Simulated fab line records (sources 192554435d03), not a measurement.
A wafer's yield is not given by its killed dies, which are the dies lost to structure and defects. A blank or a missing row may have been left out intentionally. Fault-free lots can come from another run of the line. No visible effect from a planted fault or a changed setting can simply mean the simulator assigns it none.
Chamber matching || flow n5-finfet || cmp-04 running N5_BEOL_M4_CMP_52: 4 sister chambers
The step polishes, stops on SiOC, t overpolish 6.8 s, target thk 40 nm. 4 wafers are shown with their chamber, then 6 later ones without.

## WAFERS WITH THEIR CHAMBER
{"wafer": "L082.1", "chamber": 2, "motor-current-A (A)": 5.8}
{"wafer": "L082.2", "chamber": 0, "motor-current-A (A)": 5.6}
{"wafer": "L083.1", "chamber": 3, "motor-current-A (A)": 5.7}
{"wafer": "L083.2", "chamber": 1, "motor-current-A (A)": 6.8}

## WAFERS MISSING THEIR CHAMBER
{"wafer": "L083.4", "motor-current-A (A)": 5.6}
{"wafer": "L086.2", "motor-current-A (A)": 5.6}
{"wafer": "L086.3", "motor-current-A (A)": 5.9}
{"wafer": "L086.4", "motor-current-A (A)": 6.8}
{"wafer": "L092.1", "motor-current-A (A)": 7.0}
{"wafer": "L092.2", "motor-current-A (A)": 5.8}

## WHICH CHAMBER EACH WENT THROUGH
{"wafer": "L083.4", "from the rows above": "can't be placed: 0 or 3", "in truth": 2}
{"wafer": "L086.2", "from the rows above": "can't be placed: 0 or 3", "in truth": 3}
{"wafer": "L086.3", "from the rows above": "can't be placed: 2 or 3", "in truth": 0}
{"wafer": "L086.4", "from the rows above": 1, "in truth": 1}
{"wafer": "L092.1", "from the rows above": 1, "in truth": 1}
{"wafer": "L092.2", "from the rows above": "can't be placed: 2 or 3", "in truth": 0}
Placed correctly: 2 of 6. Cannot be placed on the basis of these rows: 4; the candidates contain the true chamber in 1. 0 placed wrongly.
How it was worked out, from the rows above alone: a wafer's distance from a chamber is the root of the sum, over the readings, of the square of ((its reading less the chamber's mean) divided by the reading's scatter). If the next closest chamber is less than 2 further off than the closest, the wafer can't be placed; otherwise it belongs to the closest. Each chamber's mean is taken over the wafers shown for it. The scatter: root of mean squared gap, hidden wafer to nearest shown wafer, with one shown wafer a chamber.
